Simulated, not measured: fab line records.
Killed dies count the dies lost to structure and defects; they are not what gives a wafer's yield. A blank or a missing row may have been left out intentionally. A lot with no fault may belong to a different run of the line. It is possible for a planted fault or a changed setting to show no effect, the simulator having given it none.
Which tool did it? + flow nand_harc + 36 wafers from 12 lots sampled at 5 of the route's 1159 steps

WHAT THE GAUGES SHOWED, per wafer
NHARC_A_SLIT_CD_MEAS_21.
| lot  | measured     | on        | cd_nm (nm)        |
|------|--------------|-----------|-------------------|
| L329 | day 14 15:07 | cd_sem-02 | 289.0 290.3 289.6 |
| L331 | day 14 16:50 | cd_sem-02 | 290.2 289.5 289.8 |
| L332 | day 15 02:53 | cd_sem-03 | 290.5 289.4 290.2 |
| L334 | day 15 03:26 | cd_sem-01 | 289.1 289.5 288.4 |
| L333 | day 15 09:58 | cd_sem-02 | 290.1 288.2 287.5 |
| L336 | day 16 03:17 | cd_sem-01 | 290.3 289.6 290.4 |
| L337 | day 16 16:00 | cd_sem-01 | 289.0 288.8 288.4 |
| L342 | day 17 11:49 | cd_sem-03 | 290.3 288.6 288.1 |
| L343 | day 17 13:13 | cd_sem-02 | 288.9 289.6 289.3 |
| L352 | day 20 05:32 | cd_sem-02 | 290.0 289.6 289.9 |
| L350 | day 20 14:45 | cd_sem-01 | 290.1 290.2 290.2 |
| L351 | day 20 16:57 | cd_sem-03 | 289.1 288.8 290.1 |

NHARC_END_SORT_01.
| lot  | measured     | on        | killed_at_array | killed_at_other | killed_at_periphery | killed_dies | killed_open | killed_short |
|------|--------------|-----------|-----------------|-----------------|---------------------|-------------|-------------|--------------|
| L336 | day 20 20:01 | prober-01 | 27 37 23        | 5 1 1           | 5 3 4               | 37 41 28    | 0 5 1       | 1 2 4        |
| L352 | day 24 17:51 | prober-02 | 14 14 14        | 0 0 1           | 3 7 7               | 17 21 22    | 2 4 2       | 1 3 2        |
| L350 | day 25 10:47 | prober-02 | 18 415 22       | 0 0 0           | 2 3 1               | 20 418 23   | 2 4 3       | 3 3 5        |
| L351 | day 25 19:43 | prober-02 | 35 443 35       | 0 3 1           | 5 6 5               | 40 452 41   | 6 5 4       | 1 1 2        |

WHICH TOOL RAN EACH LOT (tool, then ch and the chambers of the sampled wafers, then the start)
| lot  | NHARC_A_SLIT_DEP_00           | NHARC_A_SLIT_ETCH_24               | NHARC_A_SLIT_ETCH_17             |
|------|-------------------------------|------------------------------------|----------------------------------|
| L329 | acl_dep-02 ch 0, day 14 07:13 | rie_diel-13 ch 0,1, day 14 09:31   | har_etch-02 ch 0,1, day 14 12:58 |
| L331 | acl_dep-01 ch 0, day 14 07:31 | rie_diel-13 ch 0,1,2, day 14 10:08 | har_etch-01 ch 0,1, day 14 14:12 |
| L332 | acl_dep-01 ch 0, day 14 20:35 | rie_diel-11 ch 0,1,3, day 14 23:32 | har_etch-01 ch 0,1, day 15 00:26 |
| L334 | acl_dep-03 ch 0, day 14 21:14 | rie_diel-01 ch 0,1,2, day 15 00:03 | har_etch-02 ch 0,1, day 15 00:43 |
| L333 | acl_dep-01 ch 0, day 15 03:40 | rie_diel-13 ch 0,2,3, day 15 06:36 | har_etch-02 ch 0,1, day 15 07:33 |
| L336 | acl_dep-01 ch 0, day 15 21:19 | rie_diel-11 ch 0,1,2, day 15 23:57 | har_etch-01 ch 0,1, day 16 00:37 |
| L337 | acl_dep-02 ch 0, day 16 09:49 | rie_diel-13 ch 0,3, day 16 12:39   | har_etch-01 ch 0,1, day 16 13:20 |
| L342 | acl_dep-02 ch 0, day 17 05:49 | rie_diel-11 ch 0,1,3, day 17 08:30 | har_etch-02 ch 0,1, day 17 09:26 |
| L343 | acl_dep-01 ch 0, day 17 05:57 | rie_diel-01 ch 2,3, day 17 08:54   | har_etch-01 ch 0,1, day 17 10:34 |
| L352 | acl_dep-01 ch 0, day 19 23:26 | rie_diel-11 ch 1,2, day 20 02:13   | har_etch-01 ch 0,1, day 20 02:53 |
| L350 | acl_dep-02 ch 0, day 20 08:31 | rie_diel-13 ch 0,1,3, day 20 11:25 | har_etch-01 ch 0,1, day 20 12:21 |
| L351 | acl_dep-02 ch 0, day 20 10:48 | rie_diel-13 ch 1,2, day 20 13:26   | har_etch-02 ch 0,1, day 20 14:28 |
- NHARC_A_SLIT_DEP_00: deposits aC, target thk 3200 nm.
- NHARC_A_SLIT_ETCH_24: etches the open film in CF4/CHF3, target depth 121 nm, time 60.5 s.
- NHARC_A_SLIT_ETCH_17: etches the open film in C4F8/O2/Ar, time 1687.5 s, target depth 10100 nm.

AS READ BY THE TOOLS THEMSELVES (means over the sampled wafers that have a number; for cases with no such wafer, the mark the record gives instead)
NHARC_A_SLIT_DEP_00.
| lot  | tool       | throttle_valve_pct (%) |
|------|------------|------------------------|
| L329 | acl_dep-02 | 35.003                 |
| L331 | acl_dep-01 | 35.000                 |
| L332 | acl_dep-01 | 35.003                 |
| L334 | acl_dep-03 | 35.007                 |
| L333 | acl_dep-01 | 35.000                 |
| L336 | acl_dep-01 | 34.998                 |
| L337 | acl_dep-02 | 34.996                 |
| L342 | acl_dep-02 | 34.995                 |
| L343 | acl_dep-01 | 34.994                 |
| L352 | acl_dep-01 | 35.008                 |
| L350 | acl_dep-02 | 34.999                 |
| L351 | acl_dep-02 | 34.998                 |

NHARC_A_SLIT_ETCH_24.
| lot  | tool        | drypump_motor_current_A (A) | oes_product_au (a.u.) | rf_vpp_V (V) | run_length_s (s) | showerhead_plenum_p_Torr (Torr) | throttle_valve_pct (%) |
|------|-------------|-----------------------------|-----------------------|--------------|------------------|---------------------------------|------------------------|
| L329 | rie_diel-13 | 5.5                         | 0.958                 | 373.5        | 81.6             | 1.65                            | 16.800                 |
| L331 | rie_diel-13 | 5.4                         | 0.970                 | 371.0        | 81.7             | 1.59                            | 16.794                 |
| L332 | rie_diel-11 | 5.2                         | 0.935                 | 370.5        | 82.0             | 1.56                            | 16.803                 |
| L334 | rie_diel-01 | 5.1                         | 0.979                 | 370.4        | 81.8             | 1.58                            | 16.807                 |
| L333 | rie_diel-13 | 5.3                         | 0.974                 | 370.3        | 81.9             | 1.59                            | 16.793                 |
| L336 | rie_diel-11 | 5.3                         | 0.970                 | 371.3        | 82.1             | 1.59                            | 16.808                 |
| L337 | rie_diel-13 | 5.5                         | 0.967                 | 372.6        | 81.7             | 1.61                            | 16.801                 |
| L342 | rie_diel-11 | 5.2                         | 0.963                 | 370.6        | 82.0             | 1.56                            | 16.802                 |
| L343 | rie_diel-01 | 5.6                         | 0.970                 | 369.4        | 81.9             | 1.54                            | 16.797                 |
| L352 | rie_diel-11 | 5.5                         | 0.960                 | 372.7        | 82.3             | 1.63                            | 16.810                 |
| L350 | rie_diel-13 | 5.5                         | 0.980                 | 371.3        | 77.6             | 1.61                            | 16.799                 |
| L351 | rie_diel-13 | 5.5                         | 0.953                 | 369.5        | 77.3             | 1.53                            | 16.802                 |

NHARC_A_SLIT_ETCH_17.
| lot  | tool        | drypump_motor_current_A (A) | he_backside_leak_sccm (sccm) | run_length_s (s) | showerhead_plenum_p_Torr (Torr) | throttle_valve_pct (%) |
|------|-------------|-----------------------------|------------------------------|------------------|---------------------------------|------------------------|
| L329 | har_etch-02 | 6.3                         | 5.2                          | 1689.0           | 3.65                            | 32.047                 |
| L331 | har_etch-01 | 5.3                         | 5.2                          | 1688.5           | 3.75                            | 32.051                 |
| L332 | har_etch-01 | 5.5                         | 5.4                          | 1688.4           | 3.77                            | 32.045                 |
| L334 | har_etch-02 | 6.0                         | 5.3                          | 1688.9           | 3.67                            | 32.043                 |
| L333 | har_etch-02 | 6.0                         | 5.2                          | 1688.6           | 3.67                            | 32.049                 |
| L336 | har_etch-01 | 5.3                         | 5.3                          | 1688.7           | 3.75                            | 32.051                 |
| L337 | har_etch-01 | 5.4                         | 5.2                          | 1688.6           | 3.75                            | 32.051                 |
| L342 | har_etch-02 | 6.0                         | 5.1                          | 1689.0           | 3.65                            | 32.047                 |
| L343 | har_etch-01 | 5.6                         | 5.7                          | 1688.3           | 3.76                            | 32.038                 |
| L352 | har_etch-01 | 5.5                         | 5.8                          | 1688.6           | 3.74                            | 32.050                 |
| L350 | har_etch-01 | 5.5                         | 5.9                          | 1688.3           | 3.74                            | 32.045                 |
| L351 | har_etch-02 | 6.0                         | 5.5                          | 1688.6           | 3.63                            | 32.046                 |

THE ANSWER, worked out from the rows above alone
Rule: the lots themselves supply what counts as usual. Put in order of their means at a reading, lots are off if they are a third of the lots or fewer, leave a main group of 4 or more, and stand apart from it by a gap of 3 or more times the standard deviation of the main group's means; of several such gaps the widest counts. If all means in a main group match to the digits the tables above print for the reading, that group is not used. A lot without any number at a reading at which 4 lots or more have one is off too. The other lots that the step has rows for count as sound. First the gauges in route order, then the tools' own readings, where a lot's mean is used as printed above. At the first step where some lot is off, the reading lying furthest off is the one used; lots without a number count as furthest.
Off, at NHARC_A_SLIT_ETCH_24 on run_length_s: L350, L351. Mean 81.9 s and standard deviation 0.2 in the main group.
If a tool, at that step or one of the process steps before it, ran each lot that is off and ran no sound lot following the first of them, it fits. Undecided on this evidence; 2 tools fit (acl_dep-02 at NHARC_A_SLIT_DEP_00, rie_diel-13 at NHARC_A_SLIT_ETCH_24).

WHAT THE SIMULATOR PUT IN
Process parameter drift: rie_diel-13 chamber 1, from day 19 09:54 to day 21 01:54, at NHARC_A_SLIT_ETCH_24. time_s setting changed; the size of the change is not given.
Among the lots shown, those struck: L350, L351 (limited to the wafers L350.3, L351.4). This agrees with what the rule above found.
